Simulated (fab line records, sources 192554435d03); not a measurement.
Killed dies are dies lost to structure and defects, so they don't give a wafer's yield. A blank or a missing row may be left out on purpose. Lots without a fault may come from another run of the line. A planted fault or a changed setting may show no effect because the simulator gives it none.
fab line records | flow n5_finfet
record lots=24 wafers=72 last_day=19
route steps=1938 shown FIN_SAQP@97
lots that met no fault: from a run of the same line without faults
start_h: hours from the record's first day to the start of the lot's first wafer shown | wait_h: hours since the lot's step before | " the same as in the row above | L1.1+2: a row that stands for several wafers | - no value, or no start given | * or withheld: withheld | < > ~ a bound
route shown NAME@n: a module of which the file shows steps, and the number in the route of the first | usual: mean/standard deviation of fault-free wafers | same: alike in all rows | chamber/n: place in a boat | sites: the reading at each site | _std_site: their standard deviation | _edge_site: outer sites' mean less inner sites' | radius_mm: how far each site lies from the wafer's centre | mask NAME#n: copy n | behind: the tool/chamber that last shaped the wafer | hold: why the lot was held/for how many hours/how that ended | device: the transistor (n, p or np) that didn't switch | end of line: the same wafers' tests at the end of the route | a step without rows: its recipe alone | killed: dies lost to structure and defects at the first sort, not the wafer's yield | map: a wafer's dies, x killed, . not, _ none there
set.NAME: the setting as run; set.NAME@STEP: as run at that earlier step | model.NAME: the simulator's own value behind a step, which no gauge read
steps of the route over a sample of lots; a table a step, a row a wafer
services: from which hour (start_h, from the record's first day; less than 0 if before it) a tool's chamber was out of use, for how many hours, and why
## steps
# step N5_FIN_SAQP_THK_MEAS_05
# usual thk_nm=38.2/0.46
# columns lot.wafer tool chamber start_h wait_h thk_nm
L074.1 film_metro-02 - 21.55 0.1 38.3
L074.4 " - " " 38.3
L074.6 " - " " 38.8
L075.2 film_metro-02 - 28.62 0.1 37.9
L075.4 " - " " 38.5
L075.6 " - " " 38.7
L076.3 film_metro-01 - 34.57 0.1 38.2
L076.4 " - " " 39.0
L076.6 " - " " 38.1
L077.4 film_metro-01 - 40.25 0.1 39.4
L077.5 " - " " 38.9
L077.6 " - " " 38.4
L078.1 film_metro-01 - 46.68 0.1 37.6
L078.3 " - " " 38.4
L078.5 " - " " 38.3
L079.2 film_metro-02 - 51.41 0.1 38.3
L079.5 " - " " 38.3
L079.6 " - " " 38.2
L080.1 film_metro-01 - 57.52 0.1 37.7
L080.2 " - " " 37.7
L080.4 " - " " 38.3
L081.3 film_metro-02 - 63.02 0.1 37.6
L081.5 " - " " 39.3
L081.6 " - " " 38.8
L082.1 film_metro-01 - 69.92 0.1 37.4
L082.3 " - " " 38.0
L082.4 " - " " 38.6
L083.1 film_metro-02 - 76.15 0.1 37.6
L083.4 " - " " 38.1
L083.6 " - " " 38.2
L084.1 film_metro-02 - 82.07 0.1 38.0
L084.3 " - " " 38.6
L084.4 " - " " 38.4
L085.2 film_metro-02 - 87.65 0.1 38.2
L085.4 " - " " 38.7
L085.5 " - " " 38.4
L086.1 film_metro-01 - 96.24 0.1 37.1
L086.2 " - " " 37.9
L086.3 " - " " 38.0
L087.2 film_metro-02 - 100.01 0.1 38.3
L087.4 " - " " 38.7
L087.6 " - " " 38.8
L088.1 film_metro-01 - 106.78 0.1 38.2
L088.3 " - " " 37.7
L088.4 " - " " 38.2
L089.1 film_metro-02 - 111.77 0.1 37.2
L089.3 " - " " 38.1
L089.6 " - " " 38.1
L090.1 film_metro-02 - 117.58 0.1 37.9
L090.2 " - " " 37.5
L090.4 " - " " 39.0
L091.1 film_metro-01 - 124.18 0.1 37.9
L091.3 " - " " 38.2
L091.4 " - " " 39.0
L092.2 film_metro-02 - 129.85 0.1 37.4
L092.3 " - " " 37.0
L092.5 " - " " 38.4
L093.1 film_metro-02 - 135.63 0.1 38.1
L093.2 " - " " 37.7
L093.6 " - " " 37.9
L094.2 film_metro-01 - 143.60 0.1 37.0
L094.5 " - " " 37.9
L094.6 " - " " 37.9
L095.1 film_metro-02 - 147.85 0.1 38.2
L095.2 " - " " 38.7
L095.3 " - " " 38.0
L096.1 film_metro-01 - 153.20 0.1 37.6
L096.2 " - " " 37.4
L096.6 " - " " 38.7
L097.1 film_metro-01 - 158.58 0.1 38.2
L097.3 " - " " 37.7
L097.5 " - " " 38.3
# step N5_FIN_SAQP_PECVD_06
# recipe material=a-Si target_thk_a=600 temp_c=400 precursor=SiH4/He pressure_torr=3 rf_w=100 time_s=48.1
# usual heater_power_w=874/77 showerhead_plenum_p_Torr=5.67/0.038 throttle_valve_pct=18.6/1.3
# columns lot.wafer tool chamber start_h wait_h heater_power_w showerhead_plenum_p_Torr since_wet_clean_h throttle_valve_pct
L074.1 pecvd-01 1 21.71 0.0 852 5.70 1451 19.2
L074.4 " 1 " " 867 5.70 - 19.1
L074.6 " 0 " " 810 5.68 - 18.8
L075.2 pecvd-02 1 28.74 0.0 820 5.73 1276 17.3
L075.4 " 2 " " 816 5.65 - 19.9
L075.6 " 0 " " 871 5.70 - 17.2
L076.3 pecvd-03 2 34.69 0.0 970 5.64 155 16.6
L076.4 " 2 " " 969 5.64 - 16.5
L076.6 " 0 " " 771 5.61 - 18.7
L077.4 pecvd-01 1 40.44 0.0 810 5.70 - 18.8
L077.5 " 1 " " 840 5.71 - 19.0
L077.6 " 0 " " 870 5.68 - 19.1
L078.1 pecvd-01 0 46.84 0.0 917 5.68 751 18.9
L078.3 " 0 " " 909 5.68 - 19.0
L078.5 " 0 " " 920 5.66 - 19.1
L079.2 pecvd-01 0 51.53 0.0 832 5.67 755 19.0
L079.5 " 0 " " 842 5.67 - 19.1
L079.6 " 1 " " 820 5.70 - 18.8
L080.1 pecvd-01 1 57.64 0.0 857 5.70 1487 19.7
L080.2 " 2 " " 1065 5.71 8 16.7
L080.4 " 1 " " 853 5.69 - 19.1
L081.3 pecvd-03 2 63.14 0.0 966 5.64 184 17.0
L081.5 " 0 " " 846 5.61 - 19.1
L081.6 " 2 " " 959 5.63 - 16.7
L082.1 pecvd-03 1 70.03 0.0 900 5.64 1680 20.6
L082.3 " 0 " " 858 5.63 955 18.5
L082.4 " 0 " " 864 5.60 - 18.3
L083.1 pecvd-02 1 76.27 0.0 722 5.75 1324 17.6
L083.4 " 0 " " 779 5.68 - 17.0
L083.6 " 1 " " 716 5.70 - 17.5
L084.1 pecvd-01 0 82.23 0.0 834 5.68 786 19.1
L084.3 " 1 " " 888 5.69 - 19.1
L084.4 " 0 " " 829 5.67 - 19.2
L085.2 pecvd-02 0 87.77 0.0 847 5.71 610 17.2
L085.4 " 0 " " 851 5.71 - 17.2
L085.5 " 1 " " 814 5.74 - 17.6
L086.1 pecvd-02 1 96.36 0.0 813 5.73 1344 17.5
L086.2 " 0 " " 782 5.70 619 17.6
L086.3 " 2 " " 984 5.63 2069 19.8
L087.2 pecvd-02 0 100.13 0.0 872 5.70 623 17.4
L087.4 " 1 " " 829 5.73 - 17.5
L087.6 " 2 " " 987 5.65 - 19.6
L088.1 pecvd-02 1 106.90 0.0 782 5.74 1355 17.3
L088.3 " 2 " " 812 5.65 2080 19.8
L088.4 " 1 " " 785 5.72 - 17.3
L089.1 pecvd-02 2 111.89 0.0 900 5.64 2085 19.7
L089.3 " 0 " " 764 5.70 635 17.2
L089.6 " 2 " " 922 5.65 - 19.8
L090.1 pecvd-03 1 117.70 0.0 887 5.63 1728 20.8
L090.2 " 2 " " 989 5.63 238 16.9
L090.4 " 0 " " 758 5.62 - 18.8
L091.1 pecvd-01 1 124.30 0.0 824 5.70 1553 19.1
L091.3 " 2 " " 966 5.69 74 17.0
L091.4 " 2 " " 985 5.71 - 16.8
L092.2 pecvd-03 1 129.97 0.0 867 5.64 1740 20.9
L092.3 " 2 " " 1022 5.63 250 16.7
L092.5 " 2 " " 988 5.65 - 16.9
L093.1 pecvd-01 0 135.74 0.0 870 5.68 840 19.2
L093.2 " 1 " " 822 5.70 1565 19.2
L093.6 " 1 " " 809 5.69 - 19.0
L094.2 pecvd-03 0 143.72 0.0 828 5.60 1029 18.7
L094.5 " 1 " " 891 5.63 - 20.8
L094.6 " 2 " " 996 5.62 - 16.7
L095.1 pecvd-02 2 147.97 0.0 854 5.66 2121 19.8
L095.2 " 1 " " 714 5.73 1396 17.6
L095.3 " 0 " " 754 5.70 671 17.3
L096.1 pecvd-03 0 153.32 0.0 828 5.61 1038 18.9
L096.2 " 1 " " 979 5.63 1763 21.0
L096.6 " 0 " " 844 5.62 - 18.4
L097.1 pecvd-03 1 158.70 0.0 913 5.64 1769 21.0
L097.3 " 0 " " 892 5.61 1044 18.9
L097.5 " 0 " " 869 5.61 - 18.7
# step N5_FIN_SAQP_HM_DEP_72
# recipe material=SiO2 target_thk_a=120 temp_c=400 precursor=SiH4/N2O pressure_torr=0.75 rf_w=275 time_s=7.2
# usual heater_power_w=823/92 showerhead_plenum_p_Torr=8.15/0.1
# columns lot.wafer tool chamber start_h wait_h heater_power_w showerhead_plenum_p_Torr since_wet_clean_h
L074.1 pecvd-02 1 21.86 0.0 698 8.30 1269
L074.4 " 0 " " 665 8.24 -
L074.6 " 1 " " 691 8.34 -
L075.2 pecvd-01 0 28.86 0.0 832 8.19 733
L075.4 " 0 " " 828 8.16 -
L075.6 " 0 " " 804 8.15 -
L076.3 pecvd-02 0 34.81 0.0 815 8.23 557
L076.4 " 1 " " 742 8.33 -
L076.6 " 2 " " 941 8.09 -
L077.4 pecvd-03 0 40.59 0.1 662 8.00 -
L077.5 " 1 " " 912 8.04 -
L077.6 " 2 " " 948 8.06 -
L078.1 pecvd-03 2 46.99 0.0 817 8.05 167
L078.3 " 0 " " 778 8.00 -
L078.5 " 0 " " 780 7.99 -
L079.2 pecvd-03 1 51.66 0.0 939 8.04 1662
L079.5 " 2 " " 805 8.05 -
L079.6 " 1 " " 935 8.03 -
L080.1 pecvd-02 0 57.76 0.0 745 8.23 580
L080.2 " 2 " " 911 8.09 2030
L080.4 " 2 " " 893 8.10 -
L081.3 pecvd-01 1 63.26 0.0 771 8.23 1492
L081.5 " 1 " " 779 8.25 -
L081.6 " 0 " " 743 8.16 -
L082.1 pecvd-01 0 70.16 0.0 749 8.17 774
L082.3 " 2 " " 972 8.24 20
L082.4 " 1 " " 795 8.24 -
L083.1 pecvd-03 2 76.39 0.0 843 8.06 197
L083.4 " 2 " " 842 8.05 -
L083.6 " 2 " " 837 8.04 -
L084.1 pecvd-03 1 82.38 0.0 866 8.04 1693
L084.3 " 2 " " 959 8.04 203
L084.4 " 2 " " 958 8.06 -
L085.2 pecvd-03 0 87.89 0.0 818 8.00 973
L085.4 " 0 " " 813 7.98 -
L085.5 " 1 " " 860 8.05 -
L086.1 pecvd-03 2 96.48 0.0 831 8.04 217
L086.2 " 0 " " 777 8.00 982
L086.3 " 1 " " 857 8.04 1707
L087.2 pecvd-02 2 100.30 0.1 780 8.08 2073
L087.4 " 2 " " 789 8.10 -
L087.6 " 1 " " 681 8.33 -
L088.1 pecvd-01 0 107.02 0.0 804 8.17 811
L088.3 " 1 " " 784 8.22 1536
L088.4 " 0 " " 802 8.15 -
L089.1 pecvd-01 1 112.02 0.0 681 8.24 1541
L089.3 " 2 " " 962 8.22 62
L089.6 " 2 " " 962 8.24 -
L090.1 pecvd-01 1 117.83 0.0 660 8.24 1547
L090.2 " 2 " " 959 8.24 68
L090.4 " 2 " " 960 8.26 -
L091.1 pecvd-02 1 124.42 0.0 743 8.31 1372
L091.3 " 2 " " 764 8.10 2097
L091.4 " 2 " " 736 8.12 -
L092.2 pecvd-01 1 130.10 0.0 724 8.24 1559
L092.3 " 2 " " 957 8.25 -
L092.5 " 1 " " 705 8.24 -
L093.1 pecvd-03 1 135.87 0.0 912 8.03 1746
L093.2 " 2 " " 952 8.05 256
L093.6 " 2 " " 973 8.02 -
L094.2 pecvd-01 2 143.85 0.0 971 8.24 94
L094.5 " 2 " " 978 8.25 -
L094.6 " 0 " " 870 8.19 -
L095.1 pecvd-01 2 148.10 0.0 879 8.25 98
L095.2 " 1 " " 820 8.23 1577
L095.3 " 0 " " 866 8.17 852
L096.1 pecvd-01 1 153.45 0.0 780 8.23 1582
L096.2 " 0 " " 878 8.17 857
L096.6 " 2 " " 847 8.25 -
L097.1 pecvd-01 0 158.82 0.0 858 8.16 863
L097.3 " 1 " " 683 8.23 1588
L097.5 " 2 " " 998 8.24 -
# step N5_FIN_SAQP_DESCUM_21
# recipe chemistry=O2 time_s=7.9 source_power_w=50 bias_power_w=20 pressure_mtorr=20 rf_frequency_hz=2.712e+07 temp_c=40 resist=CAR-ArF o2_flow_sccm=225
# usual drypump_motor_current_A=5.6/0.6 oes_product_au=0.80/0.1 rf_vpp_V=243.0/1.4 showerhead_plenum_p_Torr=2.08/0.068 temp_c=39.97/0.11 throttle_valve_pct=20.43/0.25
# columns lot.wafer tool chamber start_h wait_h drypump_motor_current_A oes_product_au rf_hours_counter_h rf_vpp_V showerhead_plenum_p_Torr temp_c throttle_valve_pct
L074.1 rie_diel-04 3 22.40 0.0 6.2 0.82 115 244.9 2.20 40.04 20.57
L074.4 " 1 " " 6.3 0.72 213 244.2 2.15 39.88 20.12
L074.6 " 0 " " 6.2 0.77 - 243.6 2.10 39.99 20.70
L075.2 rie_diel-05 0 29.99 0.7 5.1 0.66 247 242.7 2.13 40.07 20.46
L075.4 " 1 " " 5.5 0.79 - 243.6 2.17 39.86 20.44
L075.6 " 3 " " 5.7 0.94 - 242.3 2.06 40.18 20.16
L076.3 rie_diel-04 1 35.67 0.3 6.3 0.72 219 245.7 2.14 39.81 20.13
L076.4 " 3 " " 6.2 0.81 121 245.8 2.20 40.19 20.58
L076.6 " 1 " " 6.3 0.71 - 243.8 2.14 40.03 20.14
L077.4 rie_diel-04 3 40.98 0.0 6.2 0.81 122 244.3 2.20 39.96 20.57
L077.5 " 2 " " 4.9 0.72 - 240.4 1.99 40.05 20.40
L077.6 " 3 " " 6.2 0.80 - 245.7 2.20 39.93 20.57
L078.1 rie_diel-03 3 47.56 0.0 5.1 0.66 242 240.2 2.05 39.93 20.44
L078.3 " 0 " " 5.7 0.68 215 239.8 1.99 39.92 20.70
L078.5 " 3 " " 5.1 0.66 - 243.3 2.05 40.00 20.44
L079.2 rie_diel-03 0 52.23 0.0 5.7 0.68 216 239.5 1.99 39.83 20.70
L079.5 " 1 " " 4.7 0.95 - 241.7 2.04 39.91 20.39
L079.6 " 2 " " 5.1 0.95 - 244.8 2.08 40.07 20.54
L080.1 rie_diel-04 2 58.46 0.2 4.9 0.71 196 242.3 1.98 40.05 20.39
L080.2 " 1 " " 6.3 0.72 227 243.9 2.14 39.88 20.14
L080.4 " 3 " " 6.2 0.81 128 244.6 2.19 39.90 20.60
L081.3 rie_diel-05 2 63.81 0.0 6.6 0.94 10 243.4 2.13 40.22 20.09
L081.5 " 2 " " 6.6 0.94 - 243.7 2.13 40.08 20.10
L081.6 " 3 " " 5.7 0.90 - 243.3 2.06 40.01 20.19
L082.1 rie_diel-03 2 70.63 0.1 5.1 0.93 15 242.7 2.07 39.84 20.56
L082.3 " 1 " " 4.7 0.92 13 243.0 2.03 40.13 20.37
L082.4 " 2 " " 5.1 0.93 - 242.0 2.07 39.97 20.54
L083.1 rie_diel-03 0 77.08 0.3 5.7 0.69 226 242.2 1.98 39.91 20.73
L083.4 " 2 " " 5.1 0.92 - 242.0 2.07 40.11 20.55
L083.6 " 0 " " 5.7 0.68 - 240.8 1.98 39.79 20.75
L084.1 rie_diel-04 1 85.09 0.5 6.3 0.70 236 244.9 2.14 40.06 20.17
L084.3 " 3 " " 6.2 0.79 139 244.1 2.19 39.89 20.61
L084.4 " 2 " " 4.9 0.70 206 242.6 1.98 39.84 20.43
L085.2 rie_diel-04 3 88.57 0.0 6.2 0.79 140 244.6 2.19 40.02 20.60
L085.4 " 2 " " 4.9 0.70 207 242.1 1.98 40.00 20.40
L085.5 " 0 " " 6.2 0.75 - 242.9 2.10 40.04 20.73
L086.1 rie_diel-05 1 97.35 0.5 5.5 0.75 151 244.5 2.16 39.95 20.46
L086.2 " 0 " " 5.1 0.94 12 242.7 2.13 39.92 20.05
L086.3 " 2 " " 6.6 0.91 20 245.5 2.13 40.06 20.12
L087.2 rie_diel-03 3 100.89 0.1 5.1 0.98 0 242.7 2.05 40.03 20.06
L087.4 " 1 " " 4.7 0.91 27 242.5 2.03 39.90 20.42
L087.6 " 2 " " 5.1 0.89 - 241.7 2.07 39.93 20.57
L088.1 rie_diel-05 3 108.09 0.7 5.7 0.88 36 243.5 2.05 39.98 20.20
L088.3 " 0 " " 5.1 0.92 17 243.1 2.13 40.05 20.05
L088.4 " 2 " " 6.6 0.91 25 245.5 2.13 39.98 20.12
L089.1 rie_diel-03 0 112.69 0.2 5.7 0.68 243 241.0 1.98 39.90 20.73
L089.3 " 3 " " 5.1 0.94 6 241.8 2.05 40.00 20.05
L089.6 " 3 " " 5.1 0.94 - 242.0 2.04 40.16 20.07
L090.1 rie_diel-03 3 118.44 0.1 5.1 0.93 9 241.7 2.04 40.00 20.07
L090.2 " 1 " " 4.7 0.89 35 242.6 2.03 39.91 20.43
L090.4 " 0 " " 5.7 0.66 245 242.1 1.98 39.74 20.75
L091.1 rie_diel-04 2 124.97 0.0 4.9 0.69 221 241.8 1.98 40.02 20.43
L091.3 " 0 " " 6.2 0.74 170 242.2 2.09 40.12 20.75
L091.4 " 0 " " 6.2 0.74 - 241.9 2.09 40.03 20.74
L092.2 rie_diel-04 3 131.16 0.5 6.1 0.76 157 245.6 2.18 39.88 20.63
L092.3 " 2 " " 4.9 0.69 225 242.3 1.97 39.76 20.45
L092.5 " 0 " " 6.2 0.73 - 243.5 2.09 39.86 20.76
L093.1 rie_diel-04 0 136.41 0.0 6.2 0.73 175 244.3 2.09 40.19 20.75
L093.2 " 3 " " 6.2 0.77 159 242.4 2.18 40.01 20.63
L093.6 " 3 " " 6.2 0.77 - 244.0 2.18 39.96 20.62
L094.2 rie_diel-04 2 144.39 0.0 4.9 0.68 232 241.9 1.97 39.96 20.46
L094.5 " 3 " " 6.2 0.77 - 243.7 2.18 39.81 20.65
L094.6 " 0 " " 6.2 0.73 - 243.1 2.09 40.11 20.77
L095.1 rie_diel-04 1 148.64 0.0 6.3 0.97 2 245.2 2.13 39.81 19.88
L095.2 " 2 " " 4.9 0.68 233 240.8 1.97 39.85 20.46
L095.3 " 3 " " 6.2 0.77 165 243.7 2.18 39.95 20.66
L096.1 rie_diel-05 3 153.99 0.0 5.7 0.85 48 241.5 2.05 40.04 20.22
L096.2 " 1 " " 5.5 0.73 174 245.3 2.15 39.88 20.50
L096.6 " 2 " " 6.6 0.86 - 244.5 2.12 39.89 20.16
L097.1 rie_diel-04 3 159.37 0.0 6.2 0.76 169 245.7 2.18 40.19 20.65
L097.3 " 2 " " 4.9 0.67 238 240.6 1.97 39.87 20.46
L097.5 " 1 " " 6.3 0.94 - 242.3 2.13 39.75 19.90
# step N5_FIN_SAQP_ETCH_67
# recipe chemistry=CH3F/O2 target=SiNx target_depth_a=300 mask_material=SOC pressure_mtorr=30 source_w=395 bias_w=73 Ar_flow_sccm=150 CH3F_flow_sccm=30 O2_flow_sccm=20 ion_energy_ev=120
# usual drypump_motor_current_A=5.5/0.61 oes_product_au=0.82/0.094 rf_vpp_V=296/6 showerhead_plenum_p_Torr=2.00/0.064 throttle_valve_pct=16.39/0.23
# columns lot.wafer tool chamber start_h wait_h drypump_motor_current_A oes_product_au rf_hours_counter_h rf_vpp_V showerhead_plenum_p_Torr throttle_valve_pct
L074.1 rie_diel-04 0 25.40 0.0 6.2 0.77 133 292 2.02 16.66
L074.4 " 2 " " 4.9 0.73 183 292 1.92 16.43
L074.6 " 1 " " 6.3 0.73 - 300 2.08 16.35
L075.2 rie_diel-04 1 33.07 0.0 6.3 0.72 218 297 2.08 16.34
L075.4 " 3 " " 6.2 0.80 120 291 2.10 16.50
L075.6 " 0 " " 6.2 0.76 - 289 2.02 16.66
L076.3 rie_diel-05 2 38.94 0.0 6.6 0.99 1 300 2.04 16.00
L076.4 " 3 " " 5.7 0.92 - 294 1.95 15.97
L076.6 " 1 " " 5.5 0.76 - 294 2.09 16.54
L077.4 rie_diel-05 1 44.71 0.0 5.5 0.77 - 294 2.09 16.54
L077.5 " 2 " " 6.6 0.98 - 300 2.04 16.00
L077.6 " 3 " " 5.7 0.92 - 295 1.95 15.97
L078.1 rie_diel-04 2 50.66 0.0 4.9 0.71 192 289 1.91 16.45
L078.3 " 3 " " 6.2 0.80 125 290 2.10 16.51
L078.5 " 1 " " 6.3 0.72 - 299 2.08 16.35
L079.2 rie_diel-04 0 55.72 0.0 6.2 0.76 144 290 2.02 16.67
L079.5 " 0 " " 6.2 0.76 - 289 2.02 16.67
L079.6 " 1 " " 6.3 0.71 - 298 2.08 16.35
L080.1 rie_diel-04 3 61.27 0.0 6.2 0.80 129 291 2.10 16.52
L080.2 " 1 " " 6.3 0.71 228 300 2.07 16.37
L080.4 " 0 " " 6.2 0.77 146 290 2.02 16.69
L081.3 rie_diel-03 2 66.86 0.0 5.1 0.94 14 301 1.98 16.37
L081.5 " 1 " " 4.7 0.94 - 304 1.97 16.41
L081.6 " 2 " " 5.1 0.93 - 301 1.98 16.35
L082.1 rie_diel-05 0 73.75 0.0 5.1 0.96 7 296 2.05 16.02
L082.3 " 1 " " 5.5 0.76 145 293 2.09 16.59
L082.4 " 2 " " 6.6 0.94 14 300 2.04 16.02
L083.1 rie_diel-03 1 79.86 0.0 4.7 0.93 17 304 1.97 16.42
L083.4 " 2 " " 5.1 0.92 - 300 1.98 16.37
L083.6 " 1 " " 4.7 0.92 - 305 1.97 16.42
L084.1 rie_diel-03 2 88.12 0.0 5.0 0.91 24 300 1.98 16.38
L084.3 " 1 " " 4.7 0.90 21 306 1.96 16.43
L084.4 " 1 " " 4.7 0.91 - 304 1.96 16.43
L085.2 rie_diel-03 2 91.35 0.0 5.1 0.91 25 300 1.98 16.40
L085.4 " 1 " " 4.7 0.91 - 305 1.96 16.45
L085.5 " 0 " " 5.7 0.68 - 284 1.90 16.68
L086.1 rie_diel-04 3 101.47 0.0 6.2 0.77 145 291 2.09 16.55
L086.2 " 0 " " 6.2 0.74 161 289 2.01 16.71
L086.3 " 1 " " 6.3 0.70 243 298 2.07 16.40
L087.2 rie_diel-05 2 103.81 0.0 6.6 0.91 23 299 2.04 16.04
L087.4 " 3 " " 5.7 0.88 34 295 1.94 16.00
L087.6 " 0 " " 5.1 0.92 - 298 2.04 16.05
L088.1 rie_diel-05 2 111.44 0.0 6.6 0.90 26 299 2.04 16.05
L088.3 " 0 " " 5.1 0.92 18 296 2.04 16.06
L088.4 " 2 " " 6.6 0.90 - 301 2.04 16.06
L089.1 rie_diel-03 0 115.61 0.0 5.7 0.67 244 284 1.89 16.70
L089.3 " 2 " " 5.1 0.90 36 301 1.98 16.39
L089.6 " 1 " " 4.7 0.89 - 305 1.96 16.44
L090.1 rie_diel-05 2 121.23 0.0 6.6 0.90 31 300 2.03 16.05
L090.2 " 0 " " 5.1 0.91 23 296 2.04 16.06
L090.4 " 0 " " 5.1 0.91 - 296 2.04 16.07
L091.1 rie_diel-03 1 128.93 0.0 4.7 0.89 37 305 1.96 16.45
L091.3 " 2 " " 5.1 0.89 40 300 1.98 16.39
L091.4 " 3 " " 5.1 0.93 11 305 1.97 16.07
L092.2 rie_diel-05 3 134.15 0.0 5.7 0.87 41 294 1.94 16.02
L092.3 " 0 " " 5.1 0.89 28 298 2.04 16.06
L092.5 " 0 " " 5.1 0.90 - 297 2.04 16.06
L093.1 rie_diel-04 2 139.61 0.0 4.9 0.68 230 291 1.90 16.51
L093.2 " 0 " " 6.2 0.72 178 288 2.01 16.73
L093.6 " 2 " " 4.9 0.68 - 290 1.90 16.52
L094.2 rie_diel-04 0 147.45 0.0 6.2 0.73 181 290 2.01 16.75
L094.5 " 2 " " 4.9 0.68 - 291 1.90 16.51
L094.6 " 3 " " 6.2 0.77 - 291 2.08 16.58
L095.1 rie_diel-03 2 151.46 0.0 5.1 0.86 51 301 1.97 16.42
L095.2 " 1 " " 4.7 0.86 48 305 1.96 16.49
L095.3 " 3 " " 5.1 0.90 22 305 1.97 16.10
L096.1 rie_diel-03 3 157.29 0.0 5.1 0.89 24 304 1.96 16.09
L096.2 " 2 " " 5.1 0.86 53 301 1.97 16.43
L096.6 " 2 " " 5.1 0.86 - 299 1.97 16.41
L097.1 rie_diel-03 1 162.72 0.0 4.7 0.86 52 303 1.95 16.48
L097.3 " 3 " " 5.1 0.89 25 305 1.96 16.10
L097.5 " 3 " " 5.1 0.90 - 307 1.96 16.10
# step N5_FIN_SAQP_FIN_ETCH_36
# recipe chemistry=HBr/Cl2/O2 target_depth_a=1200 mask_material=SiNx time_s=50.4 bias_w=102 pressure_mtorr=10 icp_w=800 HBr_flow_sccm=150 Cl2_flow_sccm=80 O2_flow_sccm=12
# usual drypump_motor_current_A=5.6/0.48 oes_product_au=0.996/0.017 throttle_valve_pct=36.03/0.28
# columns lot.wafer tool chamber start_h wait_h drypump_motor_current_A oes_product_au rf_hours_counter_h throttle_valve_pct
L074.1 rie_si-06 2 28.81 0.0 5.3 1.015 50 36.37
L074.4 " 3 " " 4.9 1.028 104 36.27
L074.6 " 2 " " 5.2 1.010 - 36.38
L075.2 rie_si-05 3 34.39 0.0 6.0 0.994 162 36.19
L075.4 " 0 " " 5.8 1.014 195 35.67
L075.6 " 3 " " 6.0 0.980 - 36.23
L076.3 rie_si-03 2 40.04 0.0 6.6 1.009 83 35.46
L076.4 " 1 " " 5.6 1.032 - 36.05
L076.6 " 2 " " 6.6 1.007 - 35.45
L077.4 rie_si-05 0 47.27 0.0 5.8 1.014 196 35.66
L077.5 " 3 " " 6.0 0.990 - 36.22
L077.6 " 2 " " 6.3 0.993 - 35.90
L078.1 rie_si-06 2 51.94 0.0 5.3 1.007 51 36.39
L078.3 " 0 " " 5.7 1.005 131 35.54
L078.5 " 0 " " 5.6 0.987 - 35.55
L079.2 rie_si-05 2 57.16 0.0 6.3 0.984 45 35.93
L079.5 " 0 " " 5.8 1.020 - 35.68
L079.6 " 3 " " 6.1 0.989 - 36.21
L080.1 rie_si-06 0 62.51 0.0 5.7 0.993 131 35.55
L080.2 " 3 " " 4.9 1.026 104 36.27
L080.4 " 1 " " 5.5 0.976 95 36.01
L081.3 rie_si-06 2 68.19 0.0 5.3 1.008 51 36.37
L081.5 " 3 " " 4.9 1.035 - 36.26
L081.6 " 1 " " 5.6 0.981 - 36.00
L082.1 rie_si-06 3 74.86 0.0 4.9 1.027 104 36.30
L082.3 " 2 " " 5.2 1.005 51 36.37
L082.4 " 0 " " 5.6 0.987 132 35.55
L083.1 rie_si-06 3 81.03 0.0 4.9 1.021 104 36.30
L083.4 " 2 " " 5.2 0.995 51 36.42
L083.6 " 0 " " 5.6 0.974 - 35.56
L084.1 rie_si-05 0 89.22 0.0 5.8 1.016 197 35.63
L084.3 " 2 " " 6.3 0.995 46 35.91
L084.4 " 2 " " 6.3 0.997 - 35.89
L085.2 rie_si-05 1 92.45 0.0 5.1 0.981 9 36.25
L085.4 " 0 " " 5.8 1.021 - 35.65
L085.5 " 1 " " 5.0 0.990 - 36.24
L086.1 rie_si-06 3 102.57 0.0 4.9 1.019 105 36.30
L086.2 " 0 " " 5.6 0.982 132 35.56
L086.3 " 2 " " 5.3 0.991 51 36.40
L087.2 rie_si-06 1 105.49 0.0 5.6 0.970 95 36.00
L087.4 " 3 " " 4.9 1.024 105 36.28
L087.6 " 0 " " 5.7 0.982 - 35.56
L088.1 rie_si-06 2 112.66 0.0 5.3 1.004 52 36.39
L088.3 " 3 " " 4.9 1.022 105 36.30
L088.4 " 1 " " 5.6 0.971 95 36.02
L089.1 rie_si-05 1 116.72 0.0 5.1 0.985 9 36.28
L089.3 " 3 " " 6.1 0.991 163 36.23
L089.6 " 1 " " 5.1 0.988 - 36.24
L090.1 rie_si-06 0 122.33 0.0 5.6 0.976 133 35.59
L090.2 " 1 " " 5.6 0.974 96 36.00
L090.4 " 3 " " 4.9 1.020 105 36.30
L091.1 rie_si-05 1 130.45 0.0 5.0 0.987 9 36.25
L091.3 " 3 " " 6.0 0.982 163 36.24
L091.4 " 2 " " 6.3 0.989 - 35.90
L092.2 rie_si-05 2 135.38 0.0 6.4 0.989 47 35.90
L092.3 " 3 " " 6.1 0.983 163 36.22
L092.5 " 3 " " 6.1 0.982 - 36.20
L093.1 rie_si-06 2 140.71 0.0 5.2 1.009 52 36.38
L093.2 " 0 " " 5.7 0.988 133 35.56
L093.6 " 0 " " 5.6 0.993 - 35.57
L094.2 rie_si-05 2 148.64 0.0 6.3 0.990 47 35.91
L094.5 " 1 " " 5.1 0.984 - 36.24
L094.6 " 3 " " 6.0 0.974 - 36.24
L095.1 rie_si-03 2 152.71 0.0 6.6 1.009 85 35.47
L095.2 " 3 " " 6.5 1.005 5 36.06
L095.3 " 0 " " 5.1 1.013 13 35.90
L096.1 rie_si-05 0 159.74 0.0 5.8 0.981 0 35.59
L096.2 " 3 " " 6.0 0.993 164 36.18
L096.6 " 0 " " 5.8 0.976 - 35.61
L097.1 rie_si-05 3 164.58 0.0 6.0 0.989 164 36.20
L097.3 " 2 " " 6.3 0.990 48 35.91
L097.5 " 0 " " 5.8 0.977 - 35.61
## services
# columns tool chamber start_h hours kind
rie_diel-05 2 11.89 8.6 repair
rie_diel-03 - 16.74 14.6 pm
pecvd-01 2 21.12 - clean
pecvd-01 2 21.12 - consumable_replace:showerhead
pecvd-01 - 23.65 1.2 repair
pecvd-02 - 29.37 4.3 pm
pecvd-02 - 37.16 14.6 pm
rie_si-03 3 37.59 27.0 repair
rie_diel-04 3 37.61 2.4 repair
pecvd-03 1 44.92 2.3 repair
pecvd-03 0 50.61 2.1 repair
rie_si-06 0 65.25 6.7 repair
pecvd-02 - 73.56 0.6 repair
pecvd-01 - 75.88 1.7 repair
pecvd-01 - 87.46 2.8 pm
rie_si-05 3 88.26 6.9 repair
rie_si-06 - 106.71 2.8 repair
pecvd-03 1 110.85 2.0 repair
rie_diel-04 1 120.51 - clean
rie_diel-04 1 120.51 - consumable_replace:focus_ring
rie_diel-04 1 120.51 22.1 scheduled_down
rie_diel-04 1 120.51 22.1 vent_cycle
rie_si-03 - 144.87 0.2 repair
rie_diel-04 0 147.84 10.7 repair
## key
fault none
